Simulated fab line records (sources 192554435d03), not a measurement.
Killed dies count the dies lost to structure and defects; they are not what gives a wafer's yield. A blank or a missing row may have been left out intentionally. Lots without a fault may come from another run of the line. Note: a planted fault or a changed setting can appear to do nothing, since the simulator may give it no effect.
fab line records | flow n5Finfet
record: lots: 5 wafers: 15 lastDay: 18
route steps=1938 shown BEOL_M3@984
lots that met no fault: from a run of the same line without faults
startH: hours from the record's opening day to when the first of the lot's shown wafers began | waitH: hours elapsed since this lot's preceding step | " unchanged from the row above | L1.1+2: a row that stands for several wafers | - either no value or no given start | * or withheld: withheld | < > ~ a bound
route shown NAME@n: a module of which the file shows steps, and the number in the route of the first | usual: the fault-free wafers' mean and standard deviation | same: alike in all rows | chamber/n: place in a boat | sites: readings site by site | _std_site: the values' standard deviation | _edge_site: mean of outer sites minus mean of inner sites | radiusMm: for every site, how far away it sits from the centre of the wafer | mask NAME#n: copy n | behind: tool/chamber where the wafer was last shaped | hold: what put the lot on hold/how long, in hours/how the hold closed | device: the n, p or np transistor that did not switch | end of line: tests of these same wafers at the route's end | a step without rows: its recipe alone | killed: count of dies lost to structure and defects at first sort (not the wafer's yield) | map: a wafer's dies, x killed, . not, _ none there
set.NAME: the setting as run; set.NAME@STEP: as run at that earlier step | model.NAME: the simulator's own value behind a step, which no gauge read
lots at selected steps of the route; one table per step, one row per wafer
services: the hour from which a tool's chamber was out of use, counted from the record's first day as startH (under 0 if before that day), plus the number of hours and why
== steps ==
step: N5_BEOL_M3_HM_STRIP_39
recipe: chemistry: peroxideTinStrip material: TiN targetDepthA: 250 tempC: 50 timeS: 158
columns lot.wafer tool chamber startH waitH
L076.1+4+5 wetBench-02 3,1,2 171.84 0.0
L084.1+2+3 wetBench-05 6,1,2 235.76 0.0
L090.1+2+6 wetBench-06 4,3,2 248.75 0.0
L093.2+3+5 wetBench-02 4,0,5 287.44 0.0
L095.1+2+6 wetBench-05 2,7,4 291.58 0.0
step: N5_BEOL_M3_SRD_40
recipe: timeS: 30 tempC: 23 rinseLiquid: diw dry: ipaMarangoni
columns lot.wafer tool chamber startH waitH
L076.1+4+5 wetBench-02 3,1,2 171.88 0.0
L084.1+2+3 wetBench-05 6,1,2 235.81 0.0
L090.1+2+6 wetBench-06 4,3,2 248.80 0.0
L093.2+3+5 wetBench-02 4,0,5 287.48 0.0
L095.1+2+6 wetBench-05 2,7,4 291.63 0.0
step: N5_BEOL_M3_PRECLEAN_42
recipe: chemistry: residueRemover timeS: 60 tempC: 40
columns lot.wafer tool chamber startH waitH
L076.1+4+5 wetBench-02 3,1,2 171.90 0.0
L084.1+2+3 wetBench-05 6,1,2 235.83 0.0
L090.1+2+6 wetBench-06 4,3,2 248.81 0.0
L093.2+3+5 wetBench-02 4,0,5 287.50 0.0
L095.1+2+6 wetBench-05 2,7,4 291.64 0.0
step: N5_BEOL_M3_SRD_43
recipe: timeS: 30 tempC: 23 rinseLiquid: diw dry: ipaMarangoni
columns lot.wafer tool chamber startH waitH
L076.1+4+5 wetBench-02 3,1,2 171.92 0.0
L084.1+2+3 wetBench-05 6,1,2 235.84 0.0
L090.1+2+6 wetBench-06 4,3,2 248.83 0.0
L093.2+3+5 wetBench-02 4,0,5 287.52 0.0
L095.1+2+6 wetBench-05 2,7,4 291.66 0.0
step: N5_BEOL_M3_CD_MEAS_35
recipe: targetCdNm: 18 targetCdYNm: 21 polarity: opening
usual: cdNm: 18.0/0.35
columns lot.wafer tool chamber startH waitH cdNm
L076.1 cdSem-03 - 171.96 0.0 18.4
L076.4 " - " " 18.1
L076.5 " - " " 17.7
L084.1 cdSem-02 - 235.88 0.0 18.3
L084.2 " - " " 18.2
L084.3 " - " " 18.2
L090.1 cdSem-02 - 248.87 0.0 17.6
L090.2 " - " " 17.6
L090.6 " - " " 18.2
L093.2 cdSem-01 - 287.56 0.0 18.6
L093.3 " - " " 18.2
L093.5 " - " " 17.6
L095.1 cdSem-02 - 291.70 0.0 18.4
L095.2 " - " " 18.2
L095.6 " - " " 17.0
step: N5_BEOL_M3_DEGAS_44
recipe: ambient: vacuum tempC: 250 timeS: 60
usual: heaterPowerW: 326/25
columns lot.wafer tool chamber startH waitH heaterPowerW
L076.1 pvdSputter-02 - 172.34 0.4 293
L076.4 " - " " 319
L076.5 " - " " 283
L084.1 pvdSputter-01 - 236.49 0.6 319
L084.2 " - " " 347
L084.3 " - " " 310
L090.1 pvdSputter-01 - 248.97 0.1 323
L090.2 " - " " 306
L090.6 " - " " 304
L093.2 pvdSputter-03 - 287.88 0.3 316
L093.3 " - " " 312
L093.5 " - " " 367
L095.1 pvdSputter-02 - 292.31 0.6 320
L095.2 " - " " 289
L095.6 " - " " 400
step: N5_BEOL_M3_PRE_CLEAN_45
recipe: gas: H2/He timeS: 30 tempC: 250
usual: heaterPowerW: 326/25
columns lot.wafer tool chamber startH waitH heaterPowerW
L076.1 pvdSputter-02 - 172.38 0.0 281
L076.4 " - " " 316
L076.5 " - " " 285
L084.1 pvdSputter-01 - 236.53 0.0 324
L084.2 " - " " 340
L084.3 " - " " 312
L090.1 pvdSputter-01 - 249.01 0.0 321
L090.2 " - " " 312
L090.6 " - " " 312
L093.2 pvdSputter-03 - 287.92 0.0 303
L093.3 " - " " 319
L093.5 " - " " 356
L095.1 pvdSputter-02 - 292.35 0.0 322
L095.2 " - " " 288
L095.6 " - " " 399
step: N5_BEOL_M3_ALD_84
recipe: material: TaN targetThkA: * tempC: 275 aldPrecursorFamily: PDMAT aldCoReactant: NH3 pressureTorr: 3 carrierFlowSccm: 1500 pulseTimeS: 2 purgeTimeS: 3 coReactantPurgeTimeS: 2 coReactantPulseTimeS: 3 aldCycles: 30 precursorVesselTempC: 75 precursorVesselPressureTorr: 26.25 precursorVesselCarrierSccm: 1000
usual: heaterPowerW: 426/33 precursorVesselPressureTorr: 26.26/0.054
columns lot.wafer tool chamber startH waitH heaterPowerW precursorVesselPressureTorr
L076.1 aldMetal-04 3 172.53 0.1 397 26.23
L076.4 " 1 " " 486 26.34
L076.5 " 3 " " 396 26.27
L084.1 aldMetal-01 0 236.60 0.0 436 26.21
L084.2 " 2 " " 440 26.14
L084.3 " 3 " " 366 26.27
L090.1 aldMetal-03 3 249.08 0.0 414 26.15
L090.2 " 1 " " 387 26.30
L090.6 " 0 " " 451 26.18
L093.2 aldMetal-03 2 287.99 0.0 391 26.37
L093.3 " 0 " " 456 26.34
L093.5 " 0 " " 464 26.26
L095.1 aldMetal-04 2 292.41 0.0 417 26.23
L095.2 " 1 " " 464 26.30
L095.6 " 3 " " 409 26.25
step: N5_BEOL_M3_SURFACE_TREAT_85
recipe: gas: Ar timeS: * ionEnergyEv: * ionCurrentMaCm2: 0.5 pressureMtorr: * arFlowSccm: 30
usual: throttleValvePct: *
columns lot.wafer tool chamber startH waitH throttleValvePct
L076.1 pvdSputter-01 - 172.80 0.2 *
L076.4 " - " " *
L076.5 " - " " *
L084.1 pvdSputter-02 - 236.98 0.3 *
L084.2 " - " " *
L084.3 " - " " *
L090.1 pvdSputter-02 - 249.31 0.1 *
L090.2 " - " " *
L090.6 " - " " *
L093.2 pvdSputter-03 - 288.51 0.4 *
L093.3 " - " " *
L093.5 " - " " *
L095.1 pvdSputter-03 - 292.65 0.1 *
L095.2 " - " " *
L095.6 " - " " *
step: N5_BEOL_M3_CVD_47
recipe: material: Co targetThkA: 30 tempC: withheld precursor: CCTBA/H2 pressureTorr: 30 timeS: 223.8
columns lot.wafer tool chamber startH waitH
L076.1+4+5 cvdCo-02 2,2,1 173.09 0.3
L084.1+2+3 cvdCo-02 0,2,1 237.15 0.2
L090.1+2+6 cvdCo-01 0,1,2 249.70 0.4
L093.2+3+5 cvdCo-01 1,2,0 288.59 0.1
L095.1+2+6 cvdCo-02 1,0,0 292.73 0.1
step: N5_BEOL_M3_SPUTTER_48
recipe: material: Cu targetThkA: 45 tempC: -20 chamberPressurePa: 0.07 powerW: withheld timeS: 8.29
usual: throttleValvePct: 30.1/1.2
columns lot.wafer tool chamber startH waitH throttleValvePct
L076.1 pvdSputter-02 - 174.82 1.7 30.7
L076.4 " - " " 29.6
L076.5 " - " " 31.3
L084.1 pvdSputter-01 - 237.43 0.2 30.9
L084.2 " - " " 30.1
L084.3 " - " " 27.9
L090.1 pvdSputter-02 - 250.21 0.4 29.6
L090.2 " - " " 30.7
L090.6 " - " " 31.5
L093.2 pvdSputter-03 - 288.85 0.2 31.0
L093.3 " - " " 28.7
L093.5 " - " " 28.9
L095.1 pvdSputter-01 - 292.91 0.1 31.1
L095.2 " - " " 28.1
L095.6 " - " " 30.4
step: N5_BEOL_M3_ANNEAL_49
recipe: tempC: 400 timeS: 240 ambient: vacuum
usual: heaterPowerW: 822/77
columns lot.wafer tool chamber startH waitH heaterPowerW
L076.1 pvdSputter-02 - 174.90 0.0 835
L076.4 " - " " 975
L076.5 " - " " 727
L084.1 pvdSputter-01 - 237.51 0.0 755
L084.2 " - " " 799
L084.3 " - " " 825
L090.1 pvdSputter-02 - 250.29 0.0 993
L090.2 " - " " 852
L090.6 " - " " 811
L093.2 pvdSputter-03 - 288.93 0.0 773
L093.3 " - " " 767
L093.5 " - " " 760
L095.1 pvdSputter-01 - 292.99 0.0 770
L095.2 " - " " 808
L095.6 " - " " 793
step: N5_BEOL_M3_SPUTTER_79
recipe: material: Cu targetThkA: 45 tempC: -20 chamberPressurePa: 0.07 powerW: withheld timeS: 8.29
usual: throttleValvePct: 30.0/1.2
columns lot.wafer tool chamber startH waitH throttleValvePct
L076.1 pvdSputter-02 - 175.04 0.1 30.5
L076.4 " - " " 29.7
L076.5 " - " " 31.5
L084.1 pvdSputter-01 - 237.65 0.1 30.8
L084.2 " - " " 30.5
L084.3 " - " " 27.6
L090.1 pvdSputter-02 - 250.43 0.1 29.8
L090.2 " - " " 30.4
L090.6 " - " " 31.8
L093.2 pvdSputter-03 - 289.07 0.1 30.9
L093.3 " - " " 28.8
L093.5 " - " " 28.5
L095.1 pvdSputter-01 - 293.13 0.1 30.7
L095.2 " - " " 27.9
L095.6 " - " " 30.5
step: N5_BEOL_M3_ANNEAL_80
recipe: tempC: 400 timeS: 240 ambient: vacuum
usual: heaterPowerW: 823/77
columns lot.wafer tool chamber startH waitH heaterPowerW
L076.1 pvdSputter-02 - 175.12 0.0 842
L076.4 " - " " 1003
L076.5 " - " " 708
L084.1 pvdSputter-01 - 237.73 0.0 769
L084.2 " - " " 802
L084.3 " - " " 836
L090.1 pvdSputter-02 - 250.51 0.0 1022
L090.2 " - " " 826
L090.6 " - " " 775
L093.2 pvdSputter-03 - 289.15 0.0 793
L093.3 " - " " 779
L093.5 " - " " 777
L095.1 pvdSputter-01 - 293.21 0.0 762
L095.2 " - " " 814
L095.6 " - " " 762
step: N5_BEOL_M3_SPUTTER_81
recipe: material: Cu targetThkA: 45 tempC: -20 chamberPressurePa: 0.07 powerW: withheld timeS: 8.29
usual: throttleValvePct: 30.0/1.2
columns lot.wafer tool chamber startH waitH throttleValvePct
L076.1 pvdSputter-02 - 175.26 0.1 30.5
L076.4 " - " " 29.7
L076.5 " - " " 31.7
L084.1 pvdSputter-01 - 237.87 0.1 31.0
L084.2 " - " " 30.1
L084.3 " - " " 27.8
L090.1 pvdSputter-02 - 250.65 0.1 29.5
L090.2 " - " " 30.5
L090.6 " - " " 31.2
L093.2 pvdSputter-03 - 289.29 0.1 31.0
L093.3 " - " " 28.7
L093.5 " - " " 28.7
L095.1 pvdSputter-01 - 293.35 0.1 30.6
L095.2 " - " " 27.6
L095.6 " - " " 30.5
step: N5_BEOL_M3_ANNEAL_82
recipe: tempC: 400 timeS: 240 ambient: vacuum
usual: heaterPowerW: 822/76
columns lot.wafer tool chamber startH waitH heaterPowerW
L076.1 pvdSputter-02 - 175.34 0.0 839
L076.4 " - " " 981
L076.5 " - " " 711
L084.1 pvdSputter-01 - 237.95 0.0 779
L084.2 " - " " 791
L084.3 " - " " 831
L090.1 pvdSputter-02 - 250.73 0.0 970
L090.2 " - " " 840
L090.6 " - " " 795
L093.2 pvdSputter-03 - 289.37 0.0 789
L093.3 " - " " 774
L093.5 " - " " 781
L095.1 pvdSputter-01 - 293.43 0.0 760
L095.2 " - " " 819
L095.6 " - " " 775
step: N5_BEOL_M3_SPUTTER_86
recipe: material: Cu targetThkA: 45 tempC: -20 chamberPressurePa: 0.07 powerW: withheld timeS: 8.29
usual: throttleValvePct: 30.0/1.1
columns lot.wafer tool chamber startH waitH throttleValvePct
L076.1 pvdSputter-02 - 175.48 0.1 30.5
L076.4 " - " " 30.1
L076.5 " - " " 31.5
L084.1 pvdSputter-01 - 238.09 0.1 30.9
L084.2 " - " " 30.1
L084.3 " - " " 27.8
L090.1 pvdSputter-02 - 250.87 0.1 29.5
L090.2 " - " " 30.5
L090.6 " - " " 31.6
L093.2 pvdSputter-03 - 289.51 0.1 30.7
L093.3 " - " " 28.7
L093.5 " - " " 28.8
L095.1 pvdSputter-01 - 293.57 0.1 30.8
L095.2 " - " " 27.9
L095.6 " - " " 30.1
step: N5_BEOL_M3_ANNEAL_87
recipe: tempC: 400 timeS: 240 ambient: vacuum
usual: heaterPowerW: 823/78
columns lot.wafer tool chamber startH waitH heaterPowerW
L076.1 pvdSputter-02 - 175.56 0.0 853
L076.4 " - " " 1013
L076.5 " - " " 740
L084.1 pvdSputter-01 - 238.17 0.0 773
L084.2 " - " " 798
L084.3 " - " " 828
L090.1 pvdSputter-02 - 250.95 0.0 999
L090.2 " - " " 852
L090.6 " - " " 790
L093.2 pvdSputter-03 - 289.59 0.0 788
L093.3 " - " " 751
L093.5 " - " " 762
L095.1 pvdSputter-01 - 293.65 0.0 783
L095.2 " - " " 814
L095.6 " - " " 807
step: N5_BEOL_M3_SPUTTER_88
recipe: material: Cu targetThkA: 45 tempC: -20 chamberPressurePa: 0.07 powerW: withheld timeS: 8.29
usual: throttleValvePct: 30.0/1.1
columns lot.wafer tool chamber startH waitH throttleValvePct
L076.1 pvdSputter-02 - 175.70 0.1 30.6
L076.4 " - " " 29.3
L076.5 " - " " 31.6
L084.1 pvdSputter-01 - 238.31 0.1 30.6
L084.2 " - " " 30.0
L084.3 " - " " 28.0
L090.1 pvdSputter-02 - 251.09 0.1 29.6
L090.2 " - " " 30.6
L090.6 " - " " 31.7
L093.2 pvdSputter-03 - 289.73 0.1 31.0
L093.3 " - " " 28.7
L093.5 " - " " 28.7
L095.1 pvdSputter-01 - 293.79 0.1 30.6
L095.2 " - " " 27.8
L095.6 " - " " 30.1
step: N5_BEOL_M3_ANNEAL_89
recipe: tempC: 400 timeS: 240 ambient: vacuum
usual: heaterPowerW: 824/77
columns lot.wafer tool chamber startH waitH heaterPowerW
L076.1 pvdSputter-02 - 175.78 0.0 862
L076.4 " - " " 1018
L076.5 " - " " 701
L084.1 pvdSputter-01 - 238.39 0.0 756
L084.2 " - " " 769
L084.3 " - " " 809
L090.1 pvdSputter-02 - 251.17 0.0 1001
L090.2 " - " " 832
L090.6 " - " " 813
L093.2 pvdSputter-03 - 289.81 0.0 778
L093.3 " - " " 763
L093.5 " - " " 789
L095.1 pvdSputter-01 - 293.87 0.0 766
L095.2 " - " " 825
L095.6 " - " " 805
step: N5_BEOL_M3_SPUTTER_90
recipe: material: Cu targetThkA: 45 tempC: -20 chamberPressurePa: 0.07 powerW: withheld timeS: 8.29
usual: throttleValvePct: 30.0/1.1
columns lot.wafer tool chamber startH waitH throttleValvePct
L076.1 pvdSputter-02 - 175.92 0.1 30.3
L076.4 " - " " 29.9
L076.5 " - " " 31.4
L084.1 pvdSputter-01 - 238.53 0.1 30.8
L084.2 " - " " 30.0
L084.3 " - " " 27.9
L090.1 pvdSputter-02 - 251.31 0.1 29.6
L090.2 " - " " 30.4
L090.6 " - " " 31.4
L093.2 pvdSputter-03 - 289.95 0.1 30.8
L093.3 " - " " 28.7
L093.5 " - " " 28.8
L095.1 pvdSputter-01 - 294.01 0.1 31.0
L095.2 " - " " 27.8
L095.6 " - " " 30.3
step: N5_BEOL_M3_ANNEAL_91
recipe: tempC: 400 timeS: 240 ambient: vacuum
usual: heaterPowerW: 822/75
columns lot.wafer tool chamber startH waitH heaterPowerW
L076.1 pvdSputter-02 - 176.00 0.0 822
L076.4 " - " " 977
L076.5 " - " " 718
L084.1 pvdSputter-01 - 238.61 0.0 769
L084.2 " - " " 776
L084.3 " - " " 829
L090.1 pvdSputter-02 - 251.39 0.0 987
L090.2 " - " " 851
L090.6 " - " " 794
L093.2 pvdSputter-03 - 290.03 0.0 776
L093.3 " - " " 778
L093.5 " - " " 757
L095.1 pvdSputter-01 - 294.09 0.0 765
L095.2 " - " " 825
L095.6 " - " " 793
step: N5_BEOL_M3_SPUTTER_92
recipe: material: Cu targetThkA: 45 tempC: -20 chamberPressurePa: 0.07 powerW: withheld timeS: 8.29
usual: throttleValvePct: 30.1/1.1
columns lot.wafer tool chamber startH waitH throttleValvePct
L076.1 pvdSputter-02 - 176.14 0.1 30.5
L076.4 " - " " 29.7
L076.5 " - " " 31.4
L084.1 pvdSputter-01 - 238.75 0.1 30.8
L084.2 " - " " 30.3
L084.3 " - " " 28.0
L090.1 pvdSputter-02 - 251.53 0.1 29.9
L090.2 " - " " 30.8
L090.6 " - " " 31.5
L093.2 pvdSputter-03 - 290.17 0.1 30.8
L093.3 " - " " 28.7
L093.5 " - " " 28.9
L095.1 pvdSputter-01 - 294.23 0.1 30.5
L095.2 " - " " 27.9
L095.6 " - " " 30.2
step: N5_BEOL_M3_ANNEAL_93
recipe: tempC: 400 timeS: 240 ambient: vacuum
usual: heaterPowerW: 822/78
columns lot.wafer tool chamber startH waitH heaterPowerW
L076.1 pvdSputter-02 - 176.22 0.0 808
L076.4 " - " " 981
L076.5 " - " " 725
L084.1 pvdSputter-01 - 238.83 0.0 751
L084.2 " - " " 782
L084.3 " - " " 829
L090.1 pvdSputter-02 - 251.61 0.0 1005
L090.2 " - " " 835
L090.6 " - " " 797
L093.2 pvdSputter-03 - 290.25 0.0 787
L093.3 " - " " 742
L093.5 " - " " 775
L095.1 pvdSputter-01 - 294.31 0.0 783
L095.2 " - " " 815
L095.6 " - " " 790
step: N5_BEOL_M3_SPUTTER_94
recipe: material: Cu targetThkA: 45 tempC: -20 chamberPressurePa: 0.07 powerW: withheld timeS: 8.29
usual: throttleValvePct: 30.1/1.1
columns lot.wafer tool chamber startH waitH throttleValvePct
L076.1 pvdSputter-02 - 176.36 0.1 30.8
L076.4 " - " " 29.8
L076.5 " - " " 31.7
L084.1 pvdSputter-01 - 238.97 0.1 31.0
L084.2 " - " " 30.2
L084.3 " - " " 27.6
L090.1 pvdSputter-02 - 251.75 0.1 29.7
L090.2 " - " " 30.7
L090.6 " - " " 31.6
L093.2 pvdSputter-03 - 290.39 0.1 31.0
L093.3 " - " " 28.7
L093.5 " - " " 28.7
L095.1 pvdSputter-01 - 294.45 0.1 30.9
L095.2 " - " " 28.0
L095.6 " - " " 30.3
step: N5_BEOL_M3_ANNEAL_95
recipe: tempC: 400 timeS: 240 ambient: vacuum
usual: heaterPowerW: 825/79
columns lot.wafer tool chamber startH waitH heaterPowerW
L076.1 pvdSputter-02 - 176.44 0.0 840
L076.4 " - " " 1026
L076.5 " - " " 713
L084.1 pvdSputter-01 - 239.05 0.0 763
L084.2 " - " " 796
L084.3 " - " " 821
L090.1 pvdSputter-02 - 251.83 0.0 1010
L090.2 " - " " 848
L090.6 " - " " 804
L093.2 pvdSputter-03 - 290.47 0.0 785
L093.3 " - " " 759
L093.5 " - " " 764
L095.1 pvdSputter-01 - 294.53 0.0 768
L095.2 " - " " 814
L095.6 " - " " 811
step: N5_BEOL_M3_SPUTTER_96
recipe: material: Cu targetThkA: 45 tempC: -20 chamberPressurePa: 0.07 powerW: withheld timeS: 8.29
usual: throttleValvePct: 30.0/1.2
columns lot.wafer tool chamber startH waitH throttleValvePct
L076.1 pvdSputter-02 - 176.58 0.1 30.6
L076.4 " - " " 29.7
L076.5 " - " " 31.6
L084.1 pvdSputter-01 - 239.19 0.1 30.9
L084.2 " - " " 30.1
L084.3 " - " " 27.6
L090.1 pvdSputter-02 - 251.97 0.1 29.6
L090.2 " - " " 30.8
L090.6 " - " " 31.6
L093.2 pvdSputter-03 - 290.61 0.1 30.9
L093.3 " - " " 28.8
L093.5 " - " " 28.6
L095.1 pvdSputter-01 - 294.67 0.1 30.7
L095.2 " - " " 27.7
L095.6 " - " " 30.3
step: N5_BEOL_M3_ECD_50
recipe: material: Cu targetThkA: 3000
columns lot.wafer tool chamber startH waitH
L076.1+4+5 ecdCu-01 1,0,1 176.70 0.1
L084.1+2+3 ecdCu-02 0,1,0 239.31 0.1
L090.1+2+6 ecdCu-02 0,1,0 252.09 0.1
L093.2+3+5 ecdCu-02 1,0,1 290.74 0.1
L095.1+2+6 ecdCu-01 1,0,0 294.78 0.1
step: N5_BEOL_M3_ANNEAL_51
recipe: tempC: 225 timeS: 90 ambient: N2
usual: annealTempCMax: 225.84/0.25 wafer_temp_C_max: 225.86/0.25
columns lot.wafer tool chamber startH waitH annealTempCMax wafer_temp_C_max
L076.1 rtpAnneal-02 0 176.78 0.1 225.84 225.92
L076.4 " 0 " " 226.13 226.42
L076.5 " 0 " " 225.96 225.99
L084.1 rtpAnneal-01 0 239.44 0.1 225.63 225.61
L084.2 " 0 " " 225.79 226.24
L084.3 " 0 " " 225.51 226.05
L090.1 rtpAnneal-02 0 252.16 0.1 226.39 225.57
L090.2 " 0 " " 225.65 225.57
L090.6 " 0 " " 226.27 225.62
L093.2 rtpAnneal-02 0 290.86 0.1 226.11 225.93
L093.3 " 0 " " 225.69 225.86
L093.5 " 0 " " 225.96 225.50
L095.1 rtpAnneal-01 0 294.86 0.1 225.52 225.85
L095.2 " 0 " " 225.35 225.99
L095.6 " 0 " " 225.48 225.68
step: N5_BEOL_M3_CMP_52
recipe: stopOn: SiOC tOverpolishS: 6.8 downForcePsi: 1 platenRpm: 50 clearingPlatenDownForcePsi: 1.5 clearingPlatenRpm: 50 postCmpClean: cuAlkaline targetThkNm: 40 clearingPlatenPadVelocityMS: 0.99484 padVelocityMS: 0.99484
usual: barrierFieldEndpointS: 24.7/0.76 motorCurrentA: 6.1/0.68 overpolishRunS: 6.798/0.009 retainingRingPressureFrac: 1.000/0.0053 timeToEndpointS: 63/4
same: tOverpolishS: 6.8
columns lot.wafer tool chamber startH waitH barrierFieldEndpointS motorCurrentA overpolishRunS retainingRingPressureFrac timeToEndpointS
L076.4 cmp-04 1 177.11 0.2 24.8 5.3 6.814 0.998 63
L076.1 " 3 " " 23.0 5.6 6.793 0.998 57
L076.5 " 1 " " 24.5 5.2 6.799 0.997 64
L084.2 cmp-03 1 239.78 0.2 25.4 6.4 6.801 0.993 66
L084.3 " 2 " " 24.5 5.9 6.793 0.995 60
L084.1 " 3 " " 25.0 6.8 6.795 1.014 68
L090.1 cmp-04 2 252.50 0.3 24.0 6.3 6.801 0.999 56
L090.2 " 3 " " 24.5 5.5 6.797 0.998 57
L090.6 " 1 " " 25.2 5.2 6.798 1.003 62
L093.3 cmp-04 1 291.11 0.2 24.9 5.1 6.793 1.004 66
L093.2 " 3 " " 24.4 5.7 6.809 1.006 63
L093.5 " 1 " " 25.2 5.4 6.796 1.004 66
L095.1 cmp-04 2 295.16 0.3 25.2 6.7 6.803 1.001 66
L095.2 " 0 " " 24.6 4.8 6.798 1.005 64
L095.6 " 2 " " 25.8 6.2 6.807 1.001 64
step: N5_BEOL_M3_THK_MEAS_53
recipe: thkMeasGauge: xrf reads: Cu_of_BEOL_M3_ECD_50
usual: M3_THK: 38.7/1.8
columns lot.wafer tool chamber startH waitH M3_THK[nm]
L076.1 filmMetro-02 - 177.37 - 37.0
L076.4 " - " " 39.8
L076.5 " - " " 39.3
L084.1 filmMetro-01 - 240.03 - 40.0
L084.2 " - " " 40.1
L084.3 " - " " 37.1
L090.1 filmMetro-01 - 252.76 - 38.1
L090.2 " - " " 36.5
L090.6 " - " " 40.9
L093.2 filmMetro-02 - 291.41 - 38.2
L093.3 " - " " 37.5
L093.5 " - " " 40.0
L095.1 filmMetro-02 - 295.45 - 37.4
L095.2 " - " " 38.1
L095.6 " - " " 37.5
step: N5_BEOL_M3_PRE_CLEAN_60
recipe: gas: NH3/H2 timeS: 15 tempC: * rfPowerW: 300
usual: heaterPowerW: 75/14
columns lot.wafer tool chamber startH waitH heaterPowerW
L076.1 cvdCo-01 2 177.40 0.0 62
L076.4 " 1 " " 91
L076.5 " 2 " " 60
L084.1 cvdCo-02 1 240.07 0.0 84
L084.2 " 0 " " 77
L084.3 " 2 " " 50
L090.1 cvdCo-01 0 252.79 0.0 77
L090.2 " 2 " " 63
L090.6 " 2 " " 63
L093.2 cvdCo-02 1 291.44 0.0 85
L093.3 " 2 " " 51
L093.5 " 2 " " 52
L095.1 cvdCo-01 2 295.49 0.0 63
L095.2 " 0 " " 79
L095.6 " 0 " " 78
step: N5_BEOL_M3_CO_CAP_55
recipe: material: Co targetThkA: 20 tempC: 200 precursor: CCTBA/H2 pressureTorr: 30 timeS: 102.1
usual: heaterPowerW: 224/18
columns lot.wafer tool chamber startH waitH heaterPowerW
L076.1 cvdCo-01 2 177.44 0.0 202
L076.4 " 1 " " 240
L076.5 " 2 " " 209
L084.1 cvdCo-02 1 240.11 0.0 231
L084.2 " 0 " " 230
L084.3 " 2 " " 192
L090.1 cvdCo-01 0 252.83 0.0 224
L090.2 " 2 " " 206
L090.6 " 2 " " 206
L093.2 cvdCo-02 1 291.48 0.0 240
L093.3 " 2 " " 195
L093.5 " 2 " " 194
L095.1 cvdCo-01 2 295.53 0.0 210
L095.2 " 0 " " 220
L095.6 " 0 " " 228
step: N5_BEOL_M3_PRE_CLEAN_56
recipe: gas: NH3 timeS: 15 tempC: withheld rfPowerW: 300
columns lot.wafer tool chamber startH waitH
L076.1+4+5 pecvd-04 2,1,0 177.54 0.1
L084.1+2+3 pecvd-04 0,2,1 240.20 0.1
L090.1+2+6 pecvd-03 2,0,2 252.93 0.1
L093.2+3+5 pecvd-04 0,2,0 291.58 0.1
L095.1+2+6 pecvd-03 0,2,0 295.62 0.1
step: N5_BEOL_M3_DEP_57
recipe: material: SiCN targetThkA: 80 tempC: withheld precursor: 3MS/NH3 pressureTorr: 3 rfW: 202 timeS: 14
usual: showerheadPlenumPTorr: 3.666/0.012 throttleValvePct: 9.0/0.73
columns lot.wafer tool chamber startH waitH showerheadPlenumPTorr throttleValvePct
L076.1 pecvd-04 2 177.56 0.0 3.683 9.5
L076.4 " 1 " " 3.676 8.6
L076.5 " 0 " " 3.667 9.0
L084.1 pecvd-04 0 240.23 0.0 3.673 9.0
L084.2 " 2 " " 3.682 8.6
L084.3 " 1 " " 3.687 8.9
L090.1 pecvd-03 2 252.96 0.0 3.671 8.1
L090.2 " 0 " " 3.669 10.3
L090.6 " 2 " " 3.657 8.0
L093.2 pecvd-04 0 291.60 0.0 3.657 8.9
L093.3 " 2 " " 3.670 8.5
L093.5 " 0 " " 3.659 9.0
L095.1 pecvd-03 0 295.65 0.0 3.681 10.3
L095.2 " 2 " " 3.660 8.1
L095.6 " 0 " " 3.677 10.3
step: N5_BEOL_M3_RS_MEAS_58
recipe: thkMeasGauge: four-point-probe reads: Co_of_BEOL_M3_CO_CAP_55+Cu_of_BEOL_M3_ECD_50+Co_of_BEOL_M3_CVD_47+TaN_of_BEOL_M3_ALD_84
usual: M3_RS: 0.67/0.04
columns lot.wafer tool chamber startH waitH M3_RS[ohm/sq]
L076.1 filmMetro-02 - 177.63 0.0 0.71
L076.4 " - " " 0.65
L076.5 " - " " 0.66
L084.1 filmMetro-01 - 240.29 0.0 0.64
L084.2 " - " " 0.64
L084.3 " - " " 0.71
L090.1 filmMetro-02 - 253.05 0.1 0.68
L090.2 " - " " 0.72
L090.6 " - " " 0.62
L093.2 filmMetro-02 - 291.67 0.1 0.69
L093.3 " - " " 0.70
L093.5 " - " " 0.64
L095.1 filmMetro-02 - 295.71 0.0 0.71
L095.2 " - " " 0.70
L095.6 " - " " 0.71
step: N5_BEOL_M3_INSPECT_59
recipe: inspectInstrument: darkfield mode: postDep
usual: rawDefectCount: 70/23
columns lot.wafer tool chamber startH waitH rawDefectCount
L076.1 defectInspect-02 - 177.65 0.0 82
L076.4 " - " " 53
L076.5 " - " " 66
L084.1 defectInspect-02 - 240.32 0.0 89
L084.2 " - " " 63
L084.3 " - " " 64
L090.1 defectInspect-02 - 253.07 0.0 46
L090.2 " - " " 59
L090.6 " - " " 53
L093.2 defectInspect-02 - 291.69 0.0 49
L093.3 " - " " 61
L093.5 " - " " 80
L095.1 defectInspect-01 - 295.74 0.0 99
L095.2 " - " " 114
L095.6 " - " " 130
== services ==
columns tool chamber startH hours kind
cvdCo-02 - 154.28 1.4 repair
cvdCo-02 - 155.69 6.9 pm
aldMetal-01 - 175.20 14.6 pm
cvdCo-02 - 178.38 0.4 repair
pecvd-04 0 181.95 2.0 repair
pvdSputter-01 - 182.92 8.3 repair
pecvd-04 - 188.59 2.2 repair
pecvd-04 - 205.00 0.8 repair
aldMetal-04 0 208.00 24.3 repair
aldMetal-01 2 209.33 5.6 repair
ecdCu-01 - 210.21 0.5 repair
cmp-03 - 223.70 0.5 repair
cmp-03 - 228.34 5.3 pm
cmp-04 - 231.82 1.6 repair
cvdCo-02 0 248.61 5.7 repair
wetBench-06 - 249.10 5.0 repair
cvdCo-01 - 250.17 1.0 repair
aldMetal-01 - 255.14 8.7 pm
cmp-03 - 258.86 7.2 repair
cmp-04 - 266.31 4.0 pm
cmp-03 - 267.94 1.7 repair
pecvd-04 - 269.27 1.5 repair
cvdCo-02 - 269.89 2.8 pm
cmp-04 - 284.64 4.7 pm
== key ==
fault none
